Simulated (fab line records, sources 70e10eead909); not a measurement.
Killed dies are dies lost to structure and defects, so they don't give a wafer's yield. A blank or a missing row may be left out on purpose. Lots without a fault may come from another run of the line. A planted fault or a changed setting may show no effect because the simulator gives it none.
fab line records | flow nand_harc | part 2 of 2: steps 29 to 37 of 37
record lots=5 wafers=15 last_day=24
route steps=1159 shown A_M0@1014 A_M1@1026
lots that met no fault: from a run of the same line without faults
start_h: hours from the record's first day to the start of the lot's first wafer shown | wait_h: hours since the lot's step before | " the same as in the row above | L1.1+2: a row that stands for several wafers | - no value, or no start given | * or withheld: withheld | < > ~ a bound
route shown NAME@n: a module of which the file shows steps, and the number in the route of the first | usual: mean/standard deviation of fault-free wafers | same: alike in all rows | chamber/n: place in a boat | sites: the reading at each site | _std_site: their standard deviation | _edge_site: outer sites' mean less inner sites' | radius_mm: how far each site lies from the wafer's centre | mask NAME#n: copy n | behind: the tool/chamber that last shaped the wafer | hold: why the lot was held/for how many hours/how that ended | device: the transistor (n, p or np) that didn't switch | end of line: the same wafers' tests at the end of the route | a step without rows: its recipe alone | killed: dies lost to structure and defects at the first sort, not the wafer's yield | map: a wafer's dies, x killed, . not, _ none there
set.NAME: the setting as run; set.NAME@STEP: as run at that earlier step | model.NAME: the simulator's own value behind a step, which no gauge read
lots at some steps of the route; a table a step, a row a wafer
services: from which hour (start_h, from the record's first day; less than 0 if before it) a tool's chamber was out of use, for how many hours, and why
## steps
# step NHARC_A_M1_STRIP_18
# recipe power_w=1000 n2_flow_sccm=150 h2_flow_sccm=150 ar_flow_sccm=0 bias_w=0 chemistry=N2/H2
# usual chamber_pressure_mTorr=30.003/0.025 drypump_motor_current_A=5.8/0.48 oes_product_au=0.994/0.0095 rf_vpp_V=90.5/0.94 showerhead_plenum_p_Torr=2.00/0.083 throttle_valve_pct=14.172/0.0098
# columns lot.wafer tool chamber start_h wait_h chamber_pressure_mTorr drypump_motor_current_A oes_product_au rf_hours_counter_h rf_vpp_V showerhead_plenum_p_Torr throttle_valve_pct
L076.3 rie_diel-06 0 415.48 0.1 30.007 6.3 1.012 9.6 91.0 2.01 14.167
L076.2 " 1 " " 30.017 6.2 0.994 10.1 91.3 2.12 14.173
L076.1 " 2 " " 30.011 4.8 0.977 10.1 89.4 1.97 14.173
L074.3 rie_diel-12 2 417.26 0.1 29.933 5.2 0.998 2.2 89.6 1.89 14.189
L074.1 " 0 " " 29.991 6.1 1.001 2.8 89.8 1.97 14.169
L074.5 " 2 " " 30.029 5.2 0.997 - 88.8 1.89 14.170
L083.4 rie_diel-07 2 458.60 0.1 29.994 5.7 0.983 1.2 90.7 2.13 14.186
L083.6 " 1 " " 29.993 6.6 0.979 - 90.3 1.94 14.186
L083.5 " 2 " " 29.996 5.7 0.983 - 90.3 2.13 14.185
L090.4 rie_diel-07 3 483.68 0.1 30.014 6.0 1.007 1.7 89.9 1.93 14.167
L090.3 " 0 " " 29.997 5.5 0.986 1.6 90.5 1.91 14.166
L090.2 " 2 " " 29.999 5.7 0.986 1.7 90.4 2.13 14.176
L094.1 rie_diel-07 2 513.57 0.1 29.998 5.7 0.982 2.5 92.0 2.13 14.189
L094.3 " 3 " " 30.052 6.0 0.998 2.5 89.0 1.93 14.179
L094.6 " 0 " " 30.013 5.5 0.985 - 91.3 1.91 14.177
# step NHARC_A_M1_ETCH_28
# recipe target_depth_a=300 over_etch_frac=0.3 time_s=72.99 ion_energy_ev=150 cf4_flow_sccm=50 n2_flow_sccm=100 ar_flow_sccm=150 rf_w=300 bias_w=100 chemistry=CF4/N2
# usual cf4_flow_sccm=49.99/0.16 chamber_pressure_mTorr=30.002/0.028 drypump_motor_current_A=5.8/0.48 oes_product_au=0.993/0.01 rf_vpp_V=313.3/1.9 showerhead_plenum_p_Torr=2.58/0.1 throttle_valve_pct=19.793/0.0083
# columns lot.wafer tool chamber start_h wait_h cf4_flow_sccm chamber_pressure_mTorr drypump_motor_current_A oes_product_au rf_hours_counter_h rf_vpp_V showerhead_plenum_p_Torr throttle_valve_pct
L076.3 rie_diel-06 2 - - 49.89 29.960 4.8 0.993 10.1 313.6 2.55 19.788
L076.1 " 0 " " 49.90 29.970 6.3 1.016 9.7 314.3 2.59 19.790
L076.2 " 1 " " 50.08 30.017 6.2 1.006 10.1 315.2 2.72 19.779
L074.1 rie_diel-12 2 - - 50.12 30.012 5.2 1.006 2.2 311.6 2.45 19.816
L074.3 " 3 " " 50.01 29.942 5.2 1.008 2.7 313.5 2.61 19.794
L074.5 " 1 " " 50.06 30.002 6.0 1.009 - 311.5 2.46 19.781
L083.4 rie_diel-07 1 - - 49.96 30.009 6.6 0.988 1.1 312.6 2.51 19.800
L083.6 " 1 " " 49.91 30.024 6.6 0.977 - 313.5 2.51 19.793
L083.5 " 2 " " 50.21 29.972 5.7 0.982 - 316.4 2.73 19.785
L090.3 rie_diel-07 2 - - 50.22 29.963 5.7 0.989 1.7 315.9 2.73 19.802
L090.4 " 3 " " 49.84 29.968 6.0 1.004 1.7 311.1 2.49 19.792
L090.2 " 1 " " 50.20 29.953 6.6 0.979 1.7 312.2 2.51 19.794
L094.1 rie_diel-07 3 - - 49.78 30.004 6.0 0.995 2.6 311.9 2.49 19.789
L094.3 " 0 " " 49.98 30.011 5.5 0.965 2.5 311.4 2.47 19.802
L094.6 " 2 " " 49.77 30.027 5.7 0.980 - 316.4 2.73 19.787
# step NHARC_A_M1_STRIP_19
# recipe time_s=600 temp_c=30 chemistry=post_etch_residue_remover
# columns lot.wafer tool chamber start_h wait_h
L076.1+3+2 wet_bench-10 1,4,5 415.84 -
L074.1+5+3 wet_bench-08 0,1,3 417.64 -
L083.6+5+4 wet_bench-08 2,6,7 458.95 -
L090.2+3+4 wet_bench-08 1,3,5 484.05 -
L094.6+1+3 wet_bench-08 5,6,7 513.97 -
# step NHARC_A_M1_DEGAS_29
# recipe temp_c=250 time_s=60
# usual heater_power_w=349/42
# columns lot.wafer tool chamber start_h wait_h heater_power_w
L076.1 pvd_sputter-01 - 416.10 - 292
L076.3 " - " " 421
L076.2 " - " " 282
L074.3 pvd_sputter-01 - 417.91 - 340
L074.1 " - " " 281
L074.5 " - " " 292
L083.4 pvd_sputter-02 - 459.22 - 348
L083.5 " - " " 353
L083.6 " - " " 329
L090.4 pvd_sputter-02 - 484.32 - 328
L090.3 " - " " 354
L090.2 " - " " 368
L094.3 pvd_sputter-03 - 514.25 - 304
L094.1 " - " " 385
L094.6 " - " " 355
# step NHARC_A_M1_PRE_CLEAN_30
# recipe time_s=30 temp_c=280 gas=H2/He
# usual heater_power_w=422/50
# columns lot.wafer tool chamber start_h wait_h heater_power_w
L076.2 pvd_sputter-01 - - - 359
L076.1 " - " " 423
L076.3 " - " " 359
L074.1 pvd_sputter-01 - - - 420
L074.3 " - " " 342
L074.5 " - " " 489
L083.4 pvd_sputter-02 - - - 396
L083.5 " - " " 441
L083.6 " - " " 432
L090.2 pvd_sputter-02 - - - 398
L090.4 " - " " 438
L090.3 " - " " 455
L094.3 pvd_sputter-03 - - - 368
L094.1 " - " " 468
L094.6 " - " " 366
# step NHARC_A_M1_PVD_20
# recipe target_thk_a=50 bias_v=168.6 power_w=15000 chamber_pressure_pa=0.12 time_s=8.06 substrate_temp_c=50 material=TaN
# usual throttle_valve_pct=29.9/0.62
# columns lot.wafer tool chamber start_h wait_h throttle_valve_pct
L076.1 pvd_sputter-01 - - - 30.1
L076.3 " - " " 30.0
L076.2 " - " " 29.9
L074.1 pvd_sputter-01 - - - 30.2
L074.3 " - " " 29.7
L074.5 " - " " 29.9
L083.4 pvd_sputter-02 - - - 30.8
L083.5 " - " " 30.2
L083.6 " - " " 30.8
L090.2 pvd_sputter-02 - - - 30.0
L090.4 " - " " 30.0
L090.3 " - " " 30.5
L094.1 pvd_sputter-03 - - - 28.8
L094.3 " - " " 30.5
L094.6 " - " " 29.1
# step NHARC_A_M1_PVD_21
# recipe target_thk_a=300 chamber_pressure_pa=5 power_w=5000 substrate_temp_c=30 time_s=20.49 material=Cu
# usual throttle_valve_pct=29.8/0.64
# columns lot.wafer tool chamber start_h wait_h throttle_valve_pct
L076.3 pvd_sputter-01 - - - 29.8
L076.1 " - " " 29.6
L076.2 " - " " 30.1
L074.3 pvd_sputter-01 - - - 30.1
L074.1 " - " " 30.1
L074.5 " - " " 30.1
L083.4 pvd_sputter-02 - - - 29.9
L083.5 " - " " 30.1
L083.6 " - " " 30.8
L090.3 pvd_sputter-02 - - - 30.1
L090.4 " - " " 30.3
L090.2 " - " " 30.3
L094.3 pvd_sputter-03 - - - 29.1
L094.1 " - " " 30.7
L094.6 " - " " 28.8
# step NHARC_A_M1_ECD_22
# recipe target_thk_a=4000 bath_temp_c=25 material=Cu
# columns lot.wafer tool chamber start_h wait_h
L076.2+1+3 ecd_cu-01 1,0,0 416.46 -
L074.1+3+5 ecd_cu-02 1 418.26 -
L083.4+6+5 ecd_cu-02 1,1,0 459.68 -
L090.2+4+3 ecd_cu-02 0,0,1 484.68 -
L094.1+3+6 ecd_cu-01 1,0,1 514.65 -
# step NHARC_A_M1_ANNEAL_31
# recipe temp_c=225 time_s=90
# usual anneal_temp_c=224.97/0.19 wafer_temp_C_max=226.31/0.3
# columns lot.wafer tool chamber start_h wait_h anneal_temp_c wafer_temp_C_max
L076.1 rtp_anneal-01 0 416.86 - 225.09 226.79
L076.2 " 0 " " 225.13 226.42
L076.3 " 0 " " 225.22 226.29
L074.1 rtp_anneal-01 0 418.64 - 224.99 226.31
L074.3 " 0 " " 224.99 226.28
L074.5 " 0 " " 225.22 226.13
L083.4 rtp_anneal-01 0 460.14 - 225.03 227.21
L083.5 " 0 " " 225.18 226.11
L083.6 " 0 " " 225.07 226.26
L090.2 rtp_anneal-01 0 485.11 - 225.12 226.03
L090.3 " 0 " " 225.05 226.13
L090.4 " 0 " " 224.96 226.05
L094.1 rtp_anneal-02 0 514.98 - 224.71 226.49
L094.3 " 0 " " 224.98 226.04
L094.6 " 0 " " 225.12 226.77
## services
# columns tool chamber start_h hours kind
cmp-04 - 388.85 4.1 repair
pvd_sputter-02 - 393.37 10.0 pm
rie_diel-07 2 393.93 6.5 repair
rie_diel-07 - 405.20 9.0 pm
wet_bench-08 - 406.40 8.0 pm
rie_diel-06 - 418.49 9.0 pm
pecvd-01 - 418.61 13.0 pm
ecd_cu-02 - 419.21 0.4 repair
wet_bench-10 - 423.20 8.0 pm
wet_bench-10 - 442.95 6.1 repair
litho_track-01 - 443.00 7.0 pm
pvd_sputter-02 - 443.94 0.5 repair
pvd_sputter-03 - 458.00 10.0 pm
litho_track-06 - 467.00 7.0 pm
pecvd-03 - 473.37 13.0 pm
pvd_sputter-01 - 475.46 8.3 repair
rie_diel-06 3 480.44 8.1 repair
arfi_scanner-03 - 484.00 4.0 pm
pecvd-03 - 487.46 0.3 repair
litho_track-04 - 491.00 7.0 pm
ecd_cu-02 - 505.64 2.3 repair
pvd_sputter-02 - 507.99 11.2 repair
rie_diel-07 1 510.10 6.6 repair
pvd_sputter-01 - 514.00 10.0 pm
